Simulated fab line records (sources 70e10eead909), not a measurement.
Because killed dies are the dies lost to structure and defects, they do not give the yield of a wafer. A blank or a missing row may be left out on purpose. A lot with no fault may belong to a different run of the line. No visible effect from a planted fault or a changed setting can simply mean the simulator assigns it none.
fab line records | flow nand_harc | part 1 of 2: steps 1 to 20 of 29
[record] lots = 5 | wafers = 15 | last_day = 32
route steps=1302 shown P_CONTACT@222
lots with no fault: from the same line, run without faults
start_h: the number of hours between the record's first day and the start of the first shown wafer of the lot | wait_h: how many hours have passed since the lot's step before this one | " as in the row above | L1.1+2: several wafers, shown together as one row | - value missing, or start not given | * or withheld: withheld | < > ~ a bound
route shown NAME@n: names a module that has steps shown in the file, with the first one's number in the route | usual: mean/standard deviation of fault-free wafers | same: alike in all rows | chamber/n: place in a boat | sites: readings site by site | _std_site: standard deviation of those values | _edge_site: mean of outer sites minus mean of inner sites | radius_mm: how far each site lies from the wafer's centre | mask NAME#n: copy n | behind: tool/chamber where the wafer was last shaped | hold: reason for holding the lot/hours on hold/outcome of the hold | device: whichever transistor did not switch (one of n, p or np) | end of line: tests of these same wafers at the route's end | a step without rows: its recipe alone | killed: the dies lost at the first sort to structure and to defects; this is not the yield of the wafer | map: shows each die of a wafer: x if killed, . if not, _ if none is there
set.NAME: the setting as run; set.NAME@STEP: as run at that earlier step | model.NAME: the simulator's own value behind a step, which no gauge read
lots at some steps of the route; a table a step, a row a wafer
services: from which hour (start_h, from the record's first day; less than 0 if before it) a tool's chamber was out of use, for how many hours, and why
[[steps]]
[step NHARC_P_CONTACT_DEHYDRATE_04]
[recipe] temp_c = 150 | time_s = 120
[usual] chill_plate_temp_C = 22.98/0.097 | plate_temp_C = 150.00/0.16
lot.wafer | tool           | chamber | start_h | wait_h | chill_plate_temp_C | plate_temp_C
L075.1    | litho_track-06 | 0       | 101.93  | 0.1    | 22.96              | 150.07
L075.2    | "              | 0       | "       | "      | 22.89              | 150.04
L075.4    | "              | 0       | "       | "      | 22.96              | 150.20
L077.1    | litho_track-01 | 0       | 150.71  | 0.1    | 23.01              | 149.82
L077.2    | "              | 0       | "       | "      | 22.96              | 149.78
L077.6    | "              | 0       | "       | "      | 22.99              | 149.99
L083.3    | litho_track-01 | 0       | 190.96  | 0.1    | 22.95              | 149.81
L083.4    | "              | 0       | "       | "      | 23.00              | 149.81
L083.5    | "              | 0       | "       | "      | 23.09              | 149.95
L093.1    | litho_track-01 | 0       | 290.90  | 0.1    | 23.03              | 150.19
L093.5    | "              | 0       | "       | "      | 23.01              | 150.11
L093.6    | "              | 0       | "       | "      | 23.21              | 150.26
L095.1    | litho_track-06 | 0       | 308.30  | 0.1    | 23.01              | 149.95
L095.3    | "              | 0       | "       | "      | 22.93              | 149.96
L095.6    | "              | 0       | "       | "      | 23.03              | 150.01
[step NHARC_P_CONTACT_HMDS_05]
[recipe] time_s = 30
[usual] chill_plate_temp_C = 22.99/0.099
lot.wafer | tool           | chamber | start_h | wait_h | chill_plate_temp_C
L075.1    | litho_track-06 | 0       | -       | -      | 22.89
L075.2    | "              | 0       | "       | "      | 23.03
L075.4    | "              | 0       | "       | "      | 22.96
L077.1    | litho_track-01 | 0       | -       | -      | 22.86
L077.2    | "              | 0       | "       | "      | 22.89
L077.6    | "              | 0       | "       | "      | 22.93
L083.3    | litho_track-01 | 0       | -       | -      | 23.12
L083.4    | "              | 0       | "       | "      | 23.07
L083.5    | "              | 0       | "       | "      | 22.86
L093.1    | litho_track-01 | 0       | -       | -      | 22.91
L093.5    | "              | 0       | "       | "      | 22.80
L093.6    | "              | 0       | "       | "      | 22.89
L095.1    | litho_track-06 | 0       | -       | -      | 23.11
L095.3    | "              | 0       | "       | "      | 23.05
L095.6    | "              | 0       | "       | "      | 22.92
[step NHARC_P_CONTACT_COAT_33]
[recipe] temp_c = 260 | time_s = 75
[usual] chill_plate_temp_C = 23.02/0.11 | plate_temp_C = 259.97/0.19
lot.wafer | tool           | chamber | start_h | wait_h | chill_plate_temp_C | plate_temp_C
L075.1    | litho_track-06 | 0       | -       | -      | 23.06              | 260.01
L075.2    | "              | 0       | "       | "      | 22.91              | 259.85
L075.4    | "              | 0       | "       | "      | 23.00              | 259.85
L077.1    | litho_track-01 | 0       | -       | -      | 23.03              | 260.01
L077.2    | "              | 0       | "       | "      | 23.07              | 259.93
L077.6    | "              | 0       | "       | "      | 23.02              | 260.05
L083.3    | litho_track-01 | 0       | -       | -      | 22.97              | 259.80
L083.4    | "              | 0       | "       | "      | 22.78              | 259.79
L083.5    | "              | 0       | "       | "      | 22.77              | 259.74
L093.1    | litho_track-01 | 0       | -       | -      | 22.77              | 259.76
L093.5    | "              | 0       | "       | "      | 23.01              | 259.92
L093.6    | "              | 0       | "       | "      | 22.90              | 260.10
L095.1    | litho_track-06 | 0       | -       | -      | 22.97              | 259.93
L095.3    | "              | 0       | "       | "      | 23.05              | 260.18
L095.6    | "              | 0       | "       | "      | 22.97              | 260.13
[step NHARC_P_CONTACT_COAT_34]
[recipe] temp_c = 225 | time_s = 65
[usual] chill_plate_temp_C = 23.01/0.11 | plate_temp_C = 225.00/0.18
lot.wafer | tool           | chamber | start_h | wait_h | chill_plate_temp_C | plate_temp_C
L075.1    | litho_track-06 | 0       | -       | -      | 23.07              | 225.03
L075.2    | "              | 0       | "       | "      | 22.93              | 225.26
L075.4    | "              | 0       | "       | "      | 23.07              | 225.04
L077.1    | litho_track-01 | 0       | -       | -      | 23.04              | 225.21
L077.2    | "              | 0       | "       | "      | 23.02              | 225.25
L077.6    | "              | 0       | "       | "      | 23.19              | 225.00
L083.3    | litho_track-01 | 0       | -       | -      | 22.99              | 225.00
L083.4    | "              | 0       | "       | "      | 23.04              | 225.08
L083.5    | "              | 0       | "       | "      | 23.20              | 224.98
L093.1    | litho_track-01 | 0       | -       | -      | 22.96              | 224.89
L093.5    | "              | 0       | "       | "      | 23.05              | 224.68
L093.6    | "              | 0       | "       | "      | 23.20              | 224.92
L095.1    | litho_track-06 | 0       | -       | -      | 23.01              | 225.33
L095.3    | "              | 0       | "       | "      | 23.05              | 225.24
L095.6    | "              | 0       | "       | "      | 23.06              | 225.30
[step NHARC_P_CONTACT_COAT_06]
[recipe] spin_rpm = 1500 | resist_thk_nm = 90
[usual] chill_plate_temp_C = 23.04/0.089
lot.wafer | tool           | chamber | start_h | wait_h | chill_plate_temp_C
L075.1    | litho_track-06 | 0       | -       | -      | 23.03
L075.2    | "              | 0       | "       | "      | 23.09
L075.4    | "              | 0       | "       | "      | 23.05
L077.1    | litho_track-01 | 0       | -       | -      | 23.20
L077.2    | "              | 0       | "       | "      | 23.08
L077.6    | "              | 0       | "       | "      | 23.09
L083.3    | litho_track-01 | 0       | -       | -      | 23.07
L083.4    | "              | 0       | "       | "      | 22.97
L083.5    | "              | 0       | "       | "      | 22.93
L093.1    | litho_track-01 | 0       | -       | -      | 23.12
L093.5    | "              | 0       | "       | "      | 23.00
L093.6    | "              | 0       | "       | "      | 22.97
L095.1    | litho_track-06 | 0       | -       | -      | 22.87
L095.3    | "              | 0       | "       | "      | 22.92
L095.6    | "              | 0       | "       | "      | 23.01
[step NHARC_P_CONTACT_SOFTBAKE_07]
[recipe] temp_c = 105 | time_s = 55
[usual] chill_plate_temp_C = 22.98/0.11 | plate_temp_C = 105.02/0.13
lot.wafer | tool           | chamber | start_h | wait_h | chill_plate_temp_C | plate_temp_C
L075.1    | litho_track-06 | 0       | -       | -      | 23.20              | 104.95
L075.2    | "              | 0       | "       | "      | 22.89              | 105.09
L075.4    | "              | 0       | "       | "      | 23.06              | 104.95
L077.1    | litho_track-01 | 0       | -       | -      | 22.98              | 104.93
L077.2    | "              | 0       | "       | "      | 22.98              | 105.06
L077.6    | "              | 0       | "       | "      | 23.17              | 104.96
L083.3    | litho_track-01 | 0       | -       | -      | 22.84              | 104.94
L083.4    | "              | 0       | "       | "      | 22.98              | 105.00
L083.5    | "              | 0       | "       | "      | 22.90              | 104.82
L093.1    | litho_track-01 | 0       | -       | -      | 23.12              | 105.10
L093.5    | "              | 0       | "       | "      | 23.03              | 105.11
L093.6    | "              | 0       | "       | "      | 23.11              | 104.96
L095.1    | litho_track-06 | 0       | -       | -      | 22.97              | 104.86
L095.3    | "              | 0       | "       | "      | 23.02              | 104.93
L095.6    | "              | 0       | "       | "      | 22.84              | 104.96
[step NHARC_P_CONTACT_EBR_08]
[usual] chill_plate_temp_C = 23.01/0.11
lot.wafer | tool           | chamber | start_h | wait_h | chill_plate_temp_C
L075.1    | litho_track-06 | 0       | -       | -      | 23.13
L075.2    | "              | 0       | "       | "      | 23.13
L075.4    | "              | 0       | "       | "      | 23.17
L077.1    | litho_track-01 | 0       | -       | -      | 22.99
L077.2    | "              | 0       | "       | "      | 23.11
L077.6    | "              | 0       | "       | "      | 23.06
L083.3    | litho_track-01 | 0       | -       | -      | 22.97
L083.4    | "              | 0       | "       | "      | 23.02
L083.5    | "              | 0       | "       | "      | 23.02
L093.1    | litho_track-01 | 0       | -       | -      | 22.96
L093.5    | "              | 0       | "       | "      | 22.95
L093.6    | "              | 0       | "       | "      | 23.10
L095.1    | litho_track-06 | 0       | -       | -      | 23.05
L095.3    | "              | 0       | "       | "      | 22.92
L095.6    | "              | 0       | "       | "      | 23.04
[step NHARC_P_CONTACT_EXPOSE_09]
[recipe] na = 1.35 | target_cd_nm = 90 | dose_mj = 81.26 | mask_id = P_CA
lot.wafer  | tool            | chamber | start_h | wait_h | mask
L075.1+2+4 | arfi_scanner-03 | 0       | 102.24  | -      | P_CA#0
L077.1+2+6 | arfi_scanner-03 | 0       | 151.02  | -      | P_CA#0
L083.3+4+5 | arfi_scanner-02 | 0       | 191.15  | -      | P_CA#0
L093.1+5+6 | arfi_scanner-01 | 0       | 291.21  | -      | P_CA#0
L095.1+3+6 | arfi_scanner-03 | 0       | 308.61  | -      | P_CA#0
[step NHARC_P_CONTACT_PEB_10]
[recipe] peb_temp_c = 100 | peb_time_s = 65
[usual] chill_plate_temp_C = 23.01/0.1 | plate_temp_C = 100.01/0.12
lot.wafer | tool           | chamber | start_h | wait_h | chill_plate_temp_C | plate_temp_C
L075.1    | litho_track-06 | 0       | 102.30  | 0.1    | 22.96              | 99.98
L075.2    | "              | 0       | "       | "      | 22.79              | 100.06
L075.4    | "              | 0       | "       | "      | 22.82              | 100.03
L077.1    | litho_track-04 | 0       | 151.09  | 0.1    | 22.77              | 99.83
L077.2    | "              | 0       | "       | "      | 22.80              | 100.10
L077.6    | "              | 0       | "       | "      | 22.94              | 99.86
L083.3    | litho_track-06 | 0       | 191.20  | 0.0    | 23.00              | 100.00
L083.4    | "              | 0       | "       | "      | 22.78              | 99.94
L083.5    | "              | 0       | "       | "      | 22.98              | 99.99
L093.1    | litho_track-04 | 0       | 291.27  | 0.1    | 23.02              | 99.98
L093.5    | "              | 0       | "       | "      | 23.10              | 99.95
L093.6    | "              | 0       | "       | "      | 23.07              | 99.87
L095.1    | litho_track-06 | 0       | 308.67  | 0.1    | 23.05              | 100.00
L095.3    | "              | 0       | "       | "      | 22.93              | 99.96
L095.6    | "              | 0       | "       | "      | 23.00              | 100.00
[step NHARC_P_CONTACT_DEVELOP_11]
[recipe] develop_time_s = 35 | dev_temp_c = 23
[usual] chill_plate_temp_C = 22.98/0.11
lot.wafer | tool           | chamber | start_h | wait_h | chill_plate_temp_C
L075.1    | litho_track-06 | 0       | -       | -      | 23.23
L075.2    | "              | 0       | "       | "      | 23.11
L075.4    | "              | 0       | "       | "      | 23.03
L077.1    | litho_track-04 | 0       | -       | -      | 23.00
L077.2    | "              | 0       | "       | "      | 22.81
L077.6    | "              | 0       | "       | "      | 22.85
L083.3    | litho_track-06 | 0       | -       | -      | 23.08
L083.4    | "              | 0       | "       | "      | 23.12
L083.5    | "              | 0       | "       | "      | 22.94
L093.1    | litho_track-04 | 0       | -       | -      | 22.99
L093.5    | "              | 0       | "       | "      | 22.97
L093.6    | "              | 0       | "       | "      | 22.97
L095.1    | litho_track-06 | 0       | -       | -      | 23.07
L095.3    | "              | 0       | "       | "      | 23.00
L095.6    | "              | 0       | "       | "      | 23.02
[step NHARC_P_CONTACT_CD_MEAS_12]
[recipe] target_cd_nm = 90 | landing_energy_ev = 500
[usual] cd_nm = 90.1/0.62
lot.wafer | tool      | chamber | start_h | wait_h | cd_nm
L075.1    | cd_sem-02 | 0       | 102.38  | -      | 89.2
L075.2    | "         | 0       | "       | "      | 89.5
L075.4    | "         | 0       | "       | "      | 89.4
L077.1    | cd_sem-02 | 0       | 151.16  | -      | 91.0
L077.2    | "         | 0       | "       | "      | 90.6
L077.6    | "         | 0       | "       | "      | 90.9
L083.3    | cd_sem-01 | 0       | 191.29  | -      | 90.3
L083.4    | "         | 0       | "       | "      | 89.8
L083.5    | "         | 0       | "       | "      | 90.0
L093.1    | cd_sem-02 | 0       | 291.35  | -      | 90.1
L093.5    | "         | 0       | "       | "      | 90.6
L093.6    | "         | 0       | "       | "      | 90.7
L095.1    | cd_sem-01 | 0       | 308.75  | -      | 89.5
L095.3    | "         | 0       | "       | "      | 89.4
L095.6    | "         | 0       | "       | "      | 89.5
[step NHARC_P_CONTACT_OVL_MEAS_13]
[usual] overlay_x_nm = 0.4/0.68 | overlay_y_nm = -0.1/0.85
lot.wafer | tool       | chamber | start_h | wait_h | overlay_x_nm | overlay_y_nm
L075.1    | overlay-02 | -       | 102.47  | -      | 0.7          | -1.0
L075.2    | "          | -       | "       | "      | 0.9          | -1.0
L075.4    | "          | -       | "       | "      | 1.1          | 0.0
L077.1    | overlay-02 | -       | 151.25  | -      | 0.0          | 1.5
L077.2    | "          | -       | "       | "      | -0.4         | 1.2
L077.6    | "          | -       | "       | "      | -0.3         | 0.4
L083.3    | overlay-02 | -       | 191.37  | -      | -0.5         | -0.2
L083.4    | "          | -       | "       | "      | -1.1         | -0.1
L083.5    | "          | -       | "       | "      | -0.5         | -0.1
L093.1    | overlay-01 | -       | 291.44  | -      | 0.4          | -0.6
L093.5    | "          | -       | "       | "      | 0.2          | -0.6
L093.6    | "          | -       | "       | "      | 0.2          | -0.7
L095.1    | overlay-01 | -       | 308.84  | -      | 0.7          | -0.7
L095.3    | "          | -       | "       | "      | 0.3          | -1.0
L095.6    | "          | -       | "       | "      | 1.0          | -0.4
[step NHARC_P_CONTACT_INSPECT_14]
[usual] raw_defect_count = 4.0/2.3
lot.wafer | tool              | chamber | start_h | wait_h | raw_defect_count
L075.1    | defect_inspect-01 | -       | 102.51  | 0.0    | 2
L075.2    | "                 | -       | "       | "      | 3
L075.4    | "                 | -       | "       | "      | 5
L077.1    | defect_inspect-02 | -       | 151.29  | 0.0    | 3
L077.2    | "                 | -       | "       | "      | 2
L077.6    | "                 | -       | "       | "      | 6
L083.3    | defect_inspect-02 | -       | 191.41  | 0.0    | 2
L083.4    | "                 | -       | "       | "      | 1
L083.5    | "                 | -       | "       | "      | 1
L093.1    | defect_inspect-02 | -       | 291.48  | 0.0    | 7
L093.5    | "                 | -       | "       | "      | 10
L093.6    | "                 | -       | "       | "      | 11
L095.1    | defect_inspect-01 | -       | 308.87  | 0.0    | 2
L095.3    | "                 | -       | "       | "      | 4
L095.6    | "                 | -       | "       | "      | 2
[step NHARC_P_CONTACT_DESCUM_17]
[recipe] time_s = 3 | o2_flow_sccm = 200 | ar_flow_sccm = 0 | bias_power_w = 0 | chemistry = O2
[usual] chamber_pressure_mTorr = 60.01/0.055 | drypump_motor_current_A = 5.5/0.49 | o2_flow_sccm = 199.9/0.65 | oes_product_au = 0.997/0.011 | rf_vpp_V = 57.6/0.94 | showerhead_plenum_p_Torr = 1.88/0.089 | throttle_valve_pct = 11.311/0.0089
lot.wafer | tool        | chamber | start_h | wait_h | chamber_pressure_mTorr | drypump_motor_current_A | o2_flow_sccm | oes_product_au | rf_hours_counter_h | rf_vpp_V | showerhead_plenum_p_Torr | throttle_valve_pct
L075.1    | rie_diel-11 | 2       | 102.57  | 0.1    | 60.14                  | 4.7                     | 200.6        | 0.991          | 0.9                | 56.2     | 1.79                     | 11.316
L075.2    | "           | 0       | "       | "      | 59.98                  | 5.4                     | 200.6        | 0.983          | 0.9                | 58.8     | 2.04                     | 11.289
L075.4    | "           | 2       | "       | "      | 59.98                  | 4.7                     | 199.9        | 0.982          | -                  | 56.3     | 1.79                     | 11.317
L077.2    | rie_diel-13 | 1       | 151.36  | 0.1    | 60.00                  | 6.3                     | 199.3        | 1.004          | 0                  | 57.9     | 1.81                     | 11.311
L077.1    | "           | 2       | "       | "      | 60.04                  | 6.2                     | 199.4        | 1.005          | 0                  | 58.1     | 1.98                     | 11.297
L077.6    | "           | 0       | "       | "      | 60.10                  | 5.9                     | 199.0        | 1.006          | -                  | 58.3     | 1.83                     | 11.303
L083.3    | rie_diel-06 | 0       | 191.48  | 0.1    | 59.98                  | 5.5                     | 200.0        | 1.004          | 3.8                | 56.9     | 1.86                     | 11.314
L083.4    | "           | 0       | "       | "      | 59.97                  | 5.5                     | 200.0        | 1.005          | -                  | 57.5     | 1.86                     | 11.326
L083.5    | "           | 1       | "       | "      | 60.10                  | 5.8                     | 199.8        | 0.978          | -                  | 57.1     | 1.92                     | 11.303
L093.1    | rie_diel-11 | 3       | 291.56  | 0.1    | 60.04                  | 4.7                     | 199.5        | 0.991          | 0.8                | 57.3     | 1.78                     | 11.311
L093.6    | "           | 0       | "       | "      | 59.95                  | 5.4                     | 200.8        | 0.986          | -                  | 58.0     | 2.03                     | 11.320
L093.5    | "           | 1       | "       | "      | 60.03                  | 5.8                     | 200.2        | 1.002          | -                  | 59.4     | 1.97                     | 11.307
L095.1    | rie_diel-13 | 1       | 308.94  | 0.1    | 60.06                  | 6.3                     | 199.5        | 0.990          | 4.8                | 57.7     | 1.81                     | 11.305
L095.3    | "           | 2       | "       | "      | 59.95                  | 6.2                     | 200.6        | 1.006          | 5.3                | 57.4     | 1.98                     | 11.322
L095.6    | "           | 2       | "       | "      | 60.03                  | 6.1                     | 200.3        | 0.999          | -                  | 55.8     | 1.98                     | 11.320
[step NHARC_P_CONTACT_ETCH_35]
[recipe] target_depth_a = 390 | over_etch_frac = 0.3 | time_s = 65 | ion_energy_ev = 80 | cf4_flow_sccm = 150 | ar_flow_sccm = 0 | rf_w = 300 | bias_w = 100 | chemistry = CF4
[usual] chamber_pressure_mTorr = 50.00/0.045 | drypump_motor_current_A = 5.5/0.49 | oes_product_au = 0.999/0.011 | rf_vpp_V = 151.0/1.2 | showerhead_plenum_p_Torr = 1.74/0.078 | throttle_valve_pct = 13.284/0.0087
[same] over_etch_frac = 0.3
lot.wafer | tool        | chamber | start_h | wait_h | chamber_pressure_mTorr | drypump_motor_current_A | oes_product_au | rf_hours_counter_h | rf_vpp_V | showerhead_plenum_p_Torr | throttle_valve_pct
L075.2    | rie_diel-11 | 3       | 102.68  | 0.1    | 50.03                  | 4.7                     | 0.989          | 1.0                | 150.4    | 1.66                     | 13.267
L075.1    | "           | 0       | "       | "      | 50.05                  | 5.4                     | 0.992          | 0.9                | 152.7    | 1.87                     | 13.277
L075.4    | "           | 3       | "       | "      | 49.99                  | 4.7                     | 0.986          | -                  | 150.6    | 1.66                     | 13.283
L077.1    | rie_diel-13 | 1       | 151.44  | 0.1    | 50.04                  | 6.3                     | 1.002          | 0.0                | 149.1    | 1.68                     | 13.271
L077.2    | "           | 2       | "       | "      | 50.00                  | 6.2                     | 0.996          | 0.0                | 153.1    | 1.82                     | 13.296
L077.6    | "           | 0       | "       | "      | 49.95                  | 5.8                     | 1.007          | -                  | 151.5    | 1.70                     | 13.288
L083.3    | rie_diel-06 | 3       | 191.58  | 0.1    | 49.97                  | 5.2                     | 1.024          | 3.4                | 151.5    | 1.68                     | 13.285
L083.5    | "           | 0       | "       | "      | 50.02                  | 5.5                     | 1.009          | -                  | 150.1    | 1.72                     | 13.279
L083.4    | "           | 1       | "       | "      | 50.09                  | 5.8                     | 0.986          | -                  | 150.8    | 1.77                     | 13.285
L093.1    | rie_diel-11 | 0       | 291.62  | 0.1    | 49.96                  | 5.4                     | 0.989          | 0.8                | 152.5    | 1.87                     | 13.285
L093.6    | "           | 0       | "       | "      | 50.09                  | 5.4                     | 0.980          | -                  | 152.3    | 1.87                     | 13.276
L093.5    | "           | 1       | "       | "      | 50.10                  | 5.8                     | 1.007          | -                  | 152.6    | 1.82                     | 13.289
L095.1    | rie_diel-13 | 0       | 309.03  | 0.1    | 50.06                  | 5.8                     | 1.005          | 4.9                | 151.0    | 1.70                     | 13.281
L095.3    | "           | 2       | "       | "      | 49.98                  | 6.1                     | 1.010          | 5.3                | 151.5    | 1.82                     | 13.283
L095.6    | "           | 3       | "       | "      | 49.97                  | 5.2                     | 0.989          | -                  | 151.1    | 1.69                     | 13.301
[step NHARC_P_CONTACT_ETCH_36]
[recipe] target_depth_a = 2600 | over_etch_frac = 0.25 | time_s = 406.25 | ion_energy_ev = 200 | n2_flow_sccm = 150 | h2_flow_sccm = 150 | ar_flow_sccm = 0 | rf_w = 400 | bias_w = 150 | chemistry = N2/H2
[usual] chamber_pressure_mTorr = 29.999/0.027 | drypump_motor_current_A = 5.5/0.48 | oes_product_au = 0.996/0.011 | rf_vpp_V = 429.7/2.8 | showerhead_plenum_p_Torr = 2.01/0.096 | throttle_valve_pct = 14.171/0.0091
[same] over_etch_frac = 0.25
lot.wafer | tool        | chamber | start_h | wait_h | chamber_pressure_mTorr | drypump_motor_current_A | oes_product_au | rf_hours_counter_h | rf_vpp_V | showerhead_plenum_p_Torr | throttle_valve_pct
L075.2    | rie_diel-11 | 3       | -       | -      | 30.024                 | 4.7                     | 0.982          | 1.1                | 426.7    | 1.90                     | 14.143
L075.1    | "           | 0       | "       | "      | 30.027                 | 5.4                     | 0.985          | 1.0                | 432.7    | 2.17                     | 14.184
L075.4    | "           | 3       | "       | "      | 30.007                 | 4.7                     | 0.985          | -                  | 426.6    | 1.90                     | 14.166
L077.1    | rie_diel-13 | 2       | -       | -      | 30.015                 | 6.2                     | 1.010          | 0.1                | 433.4    | 2.11                     | 14.171
L077.2    | "           | 3       | "       | "      | 29.997                 | 5.2                     | 1.006          | 0.1                | 426.5    | 1.94                     | 14.187
L077.6    | "           | 1       | "       | "      | 29.941                 | 6.3                     | 1.019          | -                  | 427.4    | 1.93                     | 14.178
L083.3    | rie_diel-06 | 0       | -       | -      | 29.962                 | 5.5                     | 1.004          | 3.9                | 429.7    | 1.98                     | 14.155
L083.5    | "           | 1       | "       | "      | 29.972                 | 5.7                     | 0.996          | -                  | 430.0    | 2.04                     | 14.174
L083.4    | "           | 3       | "       | "      | 29.986                 | 5.2                     | 1.011          | -                  | 428.2    | 1.93                     | 14.176
L093.1    | rie_diel-11 | 0       | -       | -      | 30.013                 | 5.4                     | 0.972          | 0.9                | 434.9    | 2.17                     | 14.177
L093.6    | "           | 0       | "       | "      | 29.995                 | 5.4                     | 0.989          | -                  | 432.8    | 2.17                     | 14.164
L093.5    | "           | 1       | "       | "      | 30.026                 | 5.8                     | 0.996          | -                  | 432.9    | 2.10                     | 14.176
L095.3    | rie_diel-13 | 3       | -       | -      | 29.994                 | 5.2                     | 0.981          | 5.2                | 428.7    | 1.94                     | 14.184
L095.1    | "           | 0       | "       | "      | 30.014                 | 5.8                     | 0.992          | 4.9                | 427.7    | 1.95                     | 14.164
L095.6    | "           | 0       | "       | "      | 29.980                 | 5.8                     | 1.005          | -                  | 428.4    | 1.95                     | 14.156
[step NHARC_P_CONTACT_ETCH_18]
[recipe] target_depth_a = 4810 | time_s = 240.5 | c4f8_flow_sccm = 20 | o2_flow_sccm = 10 | ar_flow_sccm = withheld | rf_w = 600 | bias_w = 1500 | chemistry = C4F8/O2/Ar
[usual] chamber_pressure_mTorr = 25.001/0.025 | oes_product_au = 0.952/0.023 | rf_vpp_V = 976/6.2
lot.wafer | tool        | chamber | start_h | wait_h | chamber_pressure_mTorr | oes_product_au | rf_hours_counter_h | rf_vpp_V
L075.1    | rie_diel-11 | 3       | -       | -      | 24.972                 | 0.953          | 1.3                | 970
L075.2    | "           | 0       | "       | "      | 25.032                 | 0.949          | 1.2                | 986
L075.4    | "           | 3       | "       | "      | 24.967                 | 0.952          | -                  | 969
L077.1    | rie_diel-13 | 2       | -       | -      | 24.988                 | 0.992          | 0.3                | 982
L077.2    | "           | 3       | "       | "      | 24.989                 | 0.970          | 0.2                | 971
L077.6    | "           | 1       | "       | "      | 24.982                 | 0.965          | -                  | 971
L083.3    | rie_diel-06 | 0       | -       | -      | 24.996                 | 0.956          | 4.1                | 975
L083.5    | "           | 3       | "       | "      | 24.984                 | 0.964          | -                  | 972
L083.4    | "           | 0       | "       | "      | 24.979                 | 0.950          | -                  | 974
L093.1    | rie_diel-11 | 0       | -       | -      | 24.996                 | 0.925          | 1.1                | 987
L093.6    | "           | 0       | "       | "      | 24.989                 | 0.937          | -                  | 986
L093.5    | "           | 1       | "       | "      | 24.987                 | 0.942          | -                  | 981
L095.3    | rie_diel-13 | 3       | -       | -      | 25.013                 | 0.954          | 5.5                | 972
L095.1    | "           | 2       | "       | "      | 24.983                 | 0.958          | 5.4                | 981
L095.6    | "           | 3       | "       | "      | 25.023                 | 0.941          | -                  | 972
[step NHARC_P_CONTACT_STRIP_37]
[recipe] c4f8_flow_sccm = withheld | o2_flow_sccm = 8 | ar_flow_sccm = withheld | bias_w = 0 | chemistry = C4F8/O2/Ar
lot.wafer  | tool        | chamber | start_h | wait_h
L075.1+2+4 | rie_diel-11 | 0,2,0   | -       | -
L077.2+1+6 | rie_diel-13 | 2,3,1   | -       | -
L083.3+4+5 | rie_diel-06 | 3,1,0   | -       | -
L093.1+6+5 | rie_diel-11 | 0,2,3   | -       | -
L095.1+3+6 | rie_diel-13 | 0,1,3   | -       | -
[step NHARC_P_CONTACT_ETCH_31]
[recipe] target_depth_a = 300 | time_s = 85.7 | ion_energy_ev = 120 | over_etch_frac = 1 | ch3f_flow_sccm = 50 | o2_flow_sccm = 30 | ar_flow_sccm = 200 | rf_w = 500 | bias_w = 100 | chemistry = CH3F/O2
[usual] ch3f_flow_sccm = 50.01/0.14 | chamber_pressure_mTorr = 24.999/0.022 | drypump_motor_current_A = 5.5/0.48 | o2_flow_sccm = 30.01/0.082 | oes_product_au = 0.975/0.016 | rf_vpp_V = 243.6/1.8 | showerhead_plenum_p_Torr = 2.42/0.11 | throttle_valve_pct = 20.664/0.0097
[same] over_etch_frac = 1
lot.wafer | tool        | chamber | start_h | wait_h | ch3f_flow_sccm | chamber_pressure_mTorr | drypump_motor_current_A | o2_flow_sccm | oes_product_au | rf_hours_counter_h | rf_vpp_V | showerhead_plenum_p_Torr | throttle_valve_pct
L075.2    | rie_diel-11 | 3       | -       | -      | 49.81          | 24.989                 | 4.7                     | 29.82        | 0.971          | 1.4                | 241.5    | 2.30                     | 20.654
L075.1    | "           | 0       | "       | "      | 49.98          | 25.024                 | 5.4                     | 30.06        | 0.981          | 1.3                | 246.6    | 2.61                     | 20.685
L075.4    | "           | 0       | "       | "      | 49.92          | 25.006                 | 5.4                     | 30.06        | 0.975          | -                  | 246.5    | 2.61                     | 20.652
L077.1    | rie_diel-13 | 3       | -       | -      | 49.82          | 25.002                 | 5.2                     | 29.88        | 0.965          | 0.2                | 242.7    | 2.35                     | 20.657
L077.2    | "           | 1       | "       | "      | 50.32          | 24.947                 | 6.3                     | 30.14        | 0.985          | 0.4                | 242.1    | 2.33                     | 20.659
L077.6    | "           | 2       | "       | "      | 50.04          | 25.008                 | 6.1                     | 30.02        | 1.003          | -                  | 247.6    | 2.54                     | 20.663
L083.3    | rie_diel-06 | 0       | -       | -      | 50.19          | 24.964                 | 5.5                     | 30.07        | 0.969          | 4.2                | 243.7    | 2.39                     | 20.676
L083.5    | "           | 3       | "       | "      | 49.92          | 24.998                 | 5.2                     | 30.19        | 0.991          | -                  | 242.3    | 2.33                     | 20.683
L083.4    | "           | 0       | "       | "      | 50.24          | 24.972                 | 5.5                     | 30.04        | 0.972          | -                  | 242.9    | 2.39                     | 20.665
L093.1    | rie_diel-11 | 1       | -       | -      | 49.75          | 25.011                 | 5.8                     | 30.08        | 0.983          | 1.3                | 246.1    | 2.53                     | 20.665
L093.6    | "           | 3       | "       | "      | 50.01          | 24.952                 | 4.7                     | 30.09        | 0.977          | -                  | 243.2    | 2.30                     | 20.672
L093.5    | "           | 0       | "       | "      | 50.16          | 24.993                 | 5.4                     | 30.01        | 0.965          | -                  | 247.4    | 2.61                     | 20.665
L095.3    | rie_diel-13 | 2       | -       | -      | 49.89          | 24.949                 | 6.1                     | 30.02        | 0.973          | 5.5                | 245.0    | 2.54                     | 20.667
L095.1    | "           | 3       | "       | "      | 49.90          | 24.962                 | 5.2                     | 30.04        | 0.959          | 5.6                | 242.1    | 2.35                     | 20.673
L095.6    | "           | 2       | "       | "      | 49.98          | 25.002                 | 6.2                     | 29.98        | 0.967          | -                  | 245.6    | 2.54                     | 20.657
[step NHARC_P_CONTACT_CD_MEAS_19]
[usual] cd_nm = 89.7/1.6
lot.wafer | tool      | chamber | start_h | wait_h | cd_nm
L075.1    | cd_sem-01 | -       | 103.60  | -      | 89.0
L075.2    | "         | -       | "       | "      | 90.7
L075.4    | "         | -       | "       | "      | 88.9
L077.1    | cd_sem-02 | -       | 152.22  | -      | 92.3
L077.2    | "         | -       | "       | "      | 91.4
L077.6    | "         | -       | "       | "      | 90.4
L083.3    | cd_sem-01 | -       | 192.49  | -      | 87.6
L083.4    | "         | -       | "       | "      | 88.7
L083.5    | "         | -       | "       | "      | 89.4
L093.1    | cd_sem-02 | -       | 292.41  | -      | 90.7
L093.5    | "         | -       | "       | "      | 92.8
L093.6    | "         | -       | "       | "      | 93.4
L095.1    | cd_sem-02 | -       | 309.81  | -      | 90.0
L095.3    | "         | -       | "       | "      | 90.0
L095.6    | "         | -       | "       | "      | 89.3
